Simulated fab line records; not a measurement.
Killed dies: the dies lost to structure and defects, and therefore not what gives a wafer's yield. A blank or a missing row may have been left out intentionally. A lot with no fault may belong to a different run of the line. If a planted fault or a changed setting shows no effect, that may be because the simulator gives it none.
3 desks, one fault / flow n5-finfet / numbers are kept per desk, each desk with only its own; the story behind them comes last

## METROLOGY DESK
Lot by lot, what the gauges showed, no matter which tool ran the lot: averages of those sampled wafers that carry a number. The brackets show how far a lot's mean lies from the usual mean; more than 4 standard deviations puts the lot out of limits, marked OUT. Readings shown: 7 of its 12, picked as those furthest out on some lot.
Columns: A = cd-nm at N5_BEOL_M4_CD_MEAS_18, usual 18.1 nm; B = DIBL_N at N5_BEOL_M4_RC_MEAS_101, usual 36.2 mV/V; C = IOFF_N at N5_BEOL_M4_RC_MEAS_101, usual 0.16 nA/um; D = ION_N at N5_BEOL_M4_RC_MEAS_101, usual 675 uA/um; E = ION_P at N5_BEOL_M4_RC_MEAS_101, usual 465 uA/um; F = VT_N at N5_BEOL_M4_RC_MEAS_101, usual 250 mV; G = VT_P at N5_BEOL_M4_RC_MEAS_101, usual -249 mV
lot=L820; first seen here=day 8 18:28; A=18.2; B=33.5; C=0.11; D=650; E=455; F=256; G=-251
lot=L822; first seen here=day 9 06:13; A=18.6; B=35.4; C=0.15; D=673; E=467; F=248; G=-249
lot=L821; first seen here=day 9 08:50; A=18.5; B=37.9; C=0.17; D=674; E=462; F=249; G=-249
lot=L824; first seen here=day 9 13:27; A=19.2; B=37.1; C=0.19; D=680; E=463; F=247; G=-245
lot=L823; first seen here=day 9 23:10; A=18.6; B=37.7; C=0.19; D=682; E=474; F=248; G=-246
lot=L829; first seen here=day 11 04:31; A=18.0; B=36.2; C=0.15; D=673; E=467; F=251; G=-248
lot=L833; first seen here=day 11 22:58; A=18.1; B=38.1; C=0.19; D=685; E=467; F=247; G=-248
lot=L837; first seen here=day 12 23:22; A=18.1; B=37.9; C=0.16; D=672; E=453; F=255; G=-253
lot=L836; first seen here=day 13 01:38; A=18.1; B=36.2; C=0.15; D=670; E=459; F=251; G=-251
lot=L839; first seen here=day 13 20:30; A=18.1; B=35.4; C=0.14; D=665; E=453; F=255; G=-255
This desk's verdict: no lot among the 10 shows anything out of limits.

## THE DEFECT DESK
Lot by lot, what the route's inspections counted, given as the mean of those sampled wafers with a number. The brackets show how far a lot's mean lies from the usual mean; more than 4 standard deviations puts the lot out of limits, marked OUT.
Columns: A = raw-defect-count at N5_BEOL_M3_INSPECT_59, usual 77
lot=L820; first seen here=day 8 16:17; A=59
lot=L822; first seen here=day 9 03:58; A=63
lot=L821; first seen here=day 9 07:37; A=93
lot=L824; first seen here=day 9 12:12; A=105
lot=L823; first seen here=day 9 20:28; A=86
lot=L829; first seen here=day 11 03:16; A=80
lot=L833; first seen here=day 11 20:10; A=64
lot=L837; first seen here=day 12 22:01; A=59
lot=L836; first seen here=day 12 23:56; A=93
lot=L839; first seen here=day 13 17:44; A=73
This desk's verdict: no lot among the 10 shows anything out of limits.

## FOR THE TOOL OWNER'S DESK: rie-diel-04
The tool's own readings at N5_BEOL_M4_ETCH_64 (etches SOC in N2/H2, target depth 75 nm, overetch 22.5 nm, time 121.9 s): means of the sampled wafers that have a number, for each lot that ran on this tool. The brackets show how far a lot's mean lies from the usual mean; more than 4 standard deviations puts the lot out of limits, marked OUT.
Columns: A = drypump-motor-current-A at N5_BEOL_M4_ETCH_64, usual 5.6 A; B = oes-product-au at N5_BEOL_M4_ETCH_64, usual 0.61 a.u.; C = rf-vpp-V at N5_BEOL_M4_ETCH_64, usual 523.1 V; D = showerhead-plenum-p-Torr at N5_BEOL_M4_ETCH_64, usual 2.51 Torr; E = throttle-valve-pct at N5_BEOL_M4_ETCH_64, usual 17.66 %
lot=L820; first seen here=day 8 18:40; A=5.5; B=0.58; C=522.2; D=2.46; E=17.63
lot=L821; first seen here=day 9 09:02; A=5.5; B=0.58; C=521.8; D=2.46; E=17.64
lot=L824; first seen here=day 9 13:40; A=5.7; B=0.53; C=522.8; D=2.46; E=17.39
lot=L823; first seen here=day 9 23:22; A=5.5; B=0.57; C=522.1; D=2.46; E=17.44
lot=L837; first seen here=day 12 23:39; A=5.4; B=0.65; C=521.2; D=2.46; E=17.73
lot=L836; first seen here=day 13 02:25; A=5.5; B=0.60; C=521.7; D=2.45; E=17.50
This desk's verdict: no lot among the 6 shows anything out of limits.

## TAKEN TOGETHER
Nothing out of limits was seen by the metrology desk.
The defect desk saw nothing out of limits.
The desk of the tool owner found nothing out of limits.

## WHAT HAD BEEN PUT IN BY THE SIMULATOR
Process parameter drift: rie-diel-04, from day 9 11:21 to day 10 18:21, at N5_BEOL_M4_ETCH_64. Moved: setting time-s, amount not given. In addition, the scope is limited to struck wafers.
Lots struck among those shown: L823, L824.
